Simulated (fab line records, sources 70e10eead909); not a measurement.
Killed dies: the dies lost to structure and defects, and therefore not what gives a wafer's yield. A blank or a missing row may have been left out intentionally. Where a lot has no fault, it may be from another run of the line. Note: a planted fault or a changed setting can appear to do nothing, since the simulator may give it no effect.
Which tool is to blame? + flow nand_harc + 36 wafers from 12 lots sampled at 6 of the route's 1159 steps

## WHAT EACH GAUGE READ, for each wafer
NHARC_P_START_INSPECT_01. Usual: raw_defect_count 3.6, standard deviation 1.9.
| lot  | measured    | on                | raw_defect_count | flag |
|------|-------------|-------------------|------------------|------|
| L633 | day 1 18:02 | defect_inspect-01 | 4 5 1            |      |
| L634 | day 2 00:02 | defect_inspect-02 | 4 2 3            |      |
| L637 | day 2 18:02 | defect_inspect-02 | 8 5 4            |      |
| L639 | day 3 06:02 | defect_inspect-02 | 2 3 2            |      |
| L640 | day 3 12:02 | defect_inspect-01 | 4 4 7            |      |
| L647 | day 5 06:02 | defect_inspect-01 | 1 4 1            |      |
| L648 | day 5 12:02 | defect_inspect-02 | 9 2 3            |      |
| L649 | day 5 18:02 | defect_inspect-02 | 6 4 1            |      |
| L650 | day 6 00:02 | defect_inspect-01 | 2 3 2            |      |
| L652 | day 6 12:02 | defect_inspect-01 | 7 5 2            |      |
| L653 | day 6 18:02 | defect_inspect-02 | 2 3 2            |      |
| L655 | day 7 06:02 | defect_inspect-01 | 3 4 2            |      |

NHARC_P_ZERO_WELL_CD_MEAS_37 targets a cd of 720 nm. Usual: cd_nm 719.5 nm, standard deviation 1.3.
| lot  | measured    | on        | cd_nm (nm)        | flag |
|------|-------------|-----------|-------------------|------|
| L633 | day 1 22:06 | cd_sem-03 | 719.3 720.2 718.3 |      |
| L634 | day 2 04:14 | cd_sem-02 | 722.4 719.3 720.0 |      |
| L637 | day 2 22:10 | cd_sem-03 | 718.2 720.3 719.3 |      |
| L639 | day 3 10:12 | cd_sem-01 | 776.2 775.7 777.5 | OFF  |
| L640 | day 3 16:01 | cd_sem-03 | 719.8 719.1 718.9 |      |
| L647 | day 5 10:05 | cd_sem-02 | 720.3 721.1 718.3 |      |
| L648 | day 5 16:13 | cd_sem-02 | 720.6 719.6 719.0 |      |
| L649 | day 5 22:13 | cd_sem-02 | 718.7 717.1 718.2 |      |
| L650 | day 6 04:08 | cd_sem-03 | 719.8 718.7 719.6 |      |
| L652 | day 6 16:35 | cd_sem-02 | 720.0 720.4 721.6 |      |
| L653 | day 6 22:10 | cd_sem-02 | 721.0 720.2 717.6 |      |
| L655 | day 7 10:16 | cd_sem-01 | 720.1 720.8 719.9 |      |

NHARC_END_SORT_01. Usual: killed_at_array 28, standard deviation 12; killed_at_other 0.8, standard deviation 1.1; killed_at_periphery 3.6, standard deviation 2.3; killed_dies 32, standard deviation 12; killed_open 3.4, standard deviation 1.9; killed_short 2.0, standard deviation 1.3.
| lot  | measured     | on        | killed_at_array | killed_at_other | killed_at_periphery | killed_dies | killed_open | killed_short | flag |
|------|--------------|-----------|-----------------|-----------------|---------------------|-------------|-------------|--------------|------|
| L633 | day 19 17:32 | prober-01 | 21 24 21        | 1 1 0           | 0 1 1               | 22 26 22    | 2 4 2       | 0 2 3        |      |
| L634 | day 19 08:55 | prober-02 | 20 23 23        | 0 0 0           | 2 6 8               | 22 29 31    | 3 3 3       | 0 1 2        |      |
| L637 | day 20 00:34 | prober-01 | 27 27 25        | 0 0 0           | 4 3 0               | 31 30 25    | 5 4 3       | 2 4 1        |      |
| L639 | day 21 03:26 | prober-01 | 11 14 13        | 0 2 0           | 7 5 7               | 18 21 20    | 1 2 4       | 1 1 2        |      |
| L640 | day 21 02:41 | prober-02 | 28 36 37        | 0 1 0           | 4 3 2               | 32 40 39    | 5 0 4       | 2 5 3        |      |
| L647 | day 23 08:14 | prober-01 | 31 35 23        | 0 0 0           | 0 2 4               | 31 37 27    | 7 5 2       | 4 1 3        |      |
| L648 | day 23 08:17 | prober-02 | 53 33 42        | 2 3 1           | 4 7 4               | 59 43 47    | 3 3 4       | 2 3 3        |      |
| L649 | day 23 18:26 | prober-01 | 27 26 28        | 3 3 3           | 6 3 1               | 36 32 32    | 3 2 2       | 2 2 4        |      |
| L650 | day 23 16:52 | prober-02 | 36 36 27        | 1 1 1           | 2 2 5               | 39 39 33    | 5 3 3       | 2 2 1        |      |
| L652 | day 24 11:26 | prober-01 | 50 42 55        | 0 0 0           | 1 3 2               | 51 45 57    | 1 3 4       | 2 0 1        |      |
| L653 | day 24 15:35 | prober-02 | 21 20 24        | 0 1 1           | 7 1 1               | 28 22 26    | 5 2 1       | 3 1 1        |      |
| L655 | day 25 05:55 | prober-01 | 44 32 34        | 0 0 1           | 4 5 5               | 48 37 40    | 1 5 4       | 2 0 3        |      |

## WHAT TOOL EACH LOT RAN ON (gives the tool, then ch and the chambers of the sampled wafers, and finally the start)
| lot  | NHARC_P_ZERO_WELL_EXPOSE_34      | NHARC_P_ZERO_WELL_RTA_42        | NHARC_P_STI_DESCUM_14             |
|------|----------------------------------|---------------------------------|-----------------------------------|
| L633 | krf_scanner-01 ch 0, day 1 21:57 | rtp_anneal-01 ch 0, day 2 01:03 | rie_diel-09 ch 0,2, day 2 17:13   |
| L634 | krf_scanner-02 ch 0, day 2 04:05 | rtp_anneal-02 ch 0, day 2 07:01 | rie_diel-11 ch 1,2,3, day 3 00:38 |
| L637 | krf_scanner-01 ch 0, day 2 22:01 | rtp_anneal-02 ch 0, day 3 00:57 | rie_diel-09 ch 0,2, day 3 19:42   |
| L639 | krf_scanner-02 ch 0, day 3 10:03 | rtp_anneal-02 ch 0, day 3 13:05 | rie_diel-06 ch 0,2,3, day 4 05:32 |
| L640 | krf_scanner-02 ch 0, day 3 15:51 | rtp_anneal-01 ch 0, day 3 18:45 | rie_diel-06 ch 2,3, day 4 12:56   |
| L647 | krf_scanner-02 ch 0, day 5 09:56 | rtp_anneal-02 ch 0, day 5 12:55 | rie_diel-09 ch 1,2, day 6 06:47   |
| L648 | krf_scanner-02 ch 0, day 5 16:04 | rtp_anneal-01 ch 0, day 5 18:59 | rie_diel-11 ch 0,1,2, day 6 12:08 |
| L649 | krf_scanner-02 ch 0, day 5 22:04 | rtp_anneal-02 ch 0, day 6 01:16 | rie_diel-06 ch 2,3, day 6 20:44   |
| L650 | krf_scanner-01 ch 0, day 6 03:59 | rtp_anneal-02 ch 0, day 6 07:01 | rie_diel-11 ch 0,2,3, day 6 20:32 |
| L652 | krf_scanner-02 ch 0, day 6 16:26 | rtp_anneal-01 ch 0, day 6 19:31 | rie_diel-11 ch 1,2,3, day 7 11:34 |
| L653 | krf_scanner-02 ch 0, day 6 22:01 | rtp_anneal-01 ch 0, day 7 01:00 | rie_diel-11 ch 1,2,3, day 7 17:12 |
| L655 | krf_scanner-04 ch 0, day 7 10:07 | rtp_anneal-02 ch 0, day 7 12:55 | rie_diel-09 ch 2,3, day 8 06:24   |
- NHARC_P_ZERO_WELL_EXPOSE_34: exposes mask P PWELL, target cd 720 nm.
- NHARC_P_ZERO_WELL_RTA_42: time 300 s.
- NHARC_P_STI_DESCUM_14: chemistry O2, time 3 s.

## AS READ BY THE TOOLS THEMSELVES (means over the sampled wafers that have a number; for cases with no such wafer, the mark the record gives instead)
NHARC_P_ZERO_WELL_RTA_42. Usual: lamp_power_pct 39.53 %, standard deviation 0.14; lamp_zone_2_pct 39.53 %, standard deviation 0.13; lamp_zone_7_pct 39.88 %, standard deviation 0.13; wafer_temp_C_max 1105.2, standard deviation 1.1.
| lot  | tool          | lamp_power_pct (%) | lamp_zone_2_pct (%) | lamp_zone_7_pct (%) | wafer_temp_C_max | flag |
|------|---------------|--------------------|---------------------|---------------------|------------------|------|
| L633 | rtp_anneal-01 | 39.44              | 39.43               | 39.75               | 1105.2           |      |
| L634 | rtp_anneal-02 | 39.67              | 39.67               | 40.02               | 1105.4           |      |
| L637 | rtp_anneal-02 | 39.67              | 39.64               | 40.04               | 1106.0           |      |
| L639 | rtp_anneal-02 | 39.66              | 39.65               | 40.02               | 1104.4           |      |
| L640 | rtp_anneal-01 | 39.39              | 39.40               | 39.74               | 1104.8           |      |
| L647 | rtp_anneal-02 | 39.69              | 39.62               | 39.99               | 1105.4           |      |
| L648 | rtp_anneal-01 | 39.43              | 39.47               | 39.83               | 1104.5           |      |
| L649 | rtp_anneal-02 | 39.64              | 39.66               | 39.97               | 1106.5           |      |
| L650 | rtp_anneal-02 | 39.67              | 39.69               | 40.05               | 1106.6           |      |
| L652 | rtp_anneal-01 | 39.46              | 39.46               | 39.79               | 1105.1           |      |
| L653 | rtp_anneal-01 | 39.42              | 39.39               | 39.74               | 1105.6           |      |
| L655 | rtp_anneal-02 | 39.65              | 39.65               | 39.98               | 1105.8           |      |

NHARC_P_STI_DESCUM_14. Usual: drypump_motor_current_A 5.8 A, standard deviation 0.45; mfc_ar_sccm 0.010 sccm, standard deviation 0.013; oes_product_au 0.999 a.u., standard deviation 0.0066; rf_vpp_V 57.9 V, standard deviation 0.86; showerhead_plenum_p_Torr 1.93 Torr, standard deviation 0.089; throttle_valve_pct 11.311 %, standard deviation 0.0084.
| lot  | tool        | drypump_motor_current_A (A) | mfc_ar_sccm (sccm) | oes_product_au (a.u.) | rf_vpp_V (V) | showerhead_plenum_p_Torr (Torr) | throttle_valve_pct (%) | flag |
|------|-------------|-----------------------------|--------------------|-----------------------|--------------|---------------------------------|------------------------|------|
| L633 | rie_diel-09 | 5.7                         | 0.005              | 0.993                 | 57.2         | 1.84                            | 11.303                 |      |
| L634 | rie_diel-11 | 5.7                         | 0.013              | 0.994                 | 58.0         | 1.97                            | 11.306                 |      |
| L637 | rie_diel-09 | 5.7                         | 0.005              | 1.002                 | 57.3         | 1.83                            | 11.305                 |      |
| L639 | rie_diel-06 | 5.8                         | 0.000              | 0.999                 | 58.1         | 1.88                            | 11.316                 |      |
| L640 | rie_diel-06 | 5.8                         | 0.000              | 1.000                 | 57.0         | 1.89                            | 11.317                 |      |
| L647 | rie_diel-09 | 5.1                         | 0.008              | 0.993                 | 57.4         | 1.86                            | 11.317                 |      |
| L648 | rie_diel-11 | 5.8                         | 0.017              | 0.994                 | 57.8         | 1.93                            | 11.304                 |      |
| L649 | rie_diel-06 | 5.8                         | 0.000              | 0.992                 | 57.8         | 1.94                            | 11.313                 |      |
| L650 | rie_diel-11 | 6.0                         | 0.017              | 1.002                 | 57.7         | 1.94                            | 11.310                 |      |
| L652 | rie_diel-11 | 5.7                         | 0.013              | 1.000                 | 58.3         | 1.97                            | 11.309                 |      |
| L653 | rie_diel-11 | 5.7                         | 0.013              | 1.001                 | 57.9         | 1.97                            | 11.307                 |      |
| L655 | rie_diel-09 | 5.5                         | 0.004              | 1.004                 | 58.6         | 1.92                            | 11.307                 |      |

## THE ANSWER, worked out from the rows above alone
Rule: a lot counts as off when the mean over its wafers that have a number is more than 3 standard deviations away from the usual mean. Also off: a lot with no number at a reading for which 4 or more lots have one. Where the step has rows for the other lots, those lots are counted as sound. After the gauges, taken in route order, come the tools' own readings; for these a lot's mean is taken, as printed above. The first step at which some lot is off is used, and at that step the reading that is off furthest; a lot without a number counts as furthest.
Off: L639 (NHARC_P_ZERO_WELL_CD_MEAS_37, cd_nm).
A tool fits if, at a process step before that reading, it ran every lot that is off, and no sound lot after the first of them. Gauges at NHARC_P_ZERO_WELL_CD_MEAS_37: tried the same way as those tools. No candidate that was tried fits.

## WHAT HAD BEEN PUT IN BY THE SIMULATOR
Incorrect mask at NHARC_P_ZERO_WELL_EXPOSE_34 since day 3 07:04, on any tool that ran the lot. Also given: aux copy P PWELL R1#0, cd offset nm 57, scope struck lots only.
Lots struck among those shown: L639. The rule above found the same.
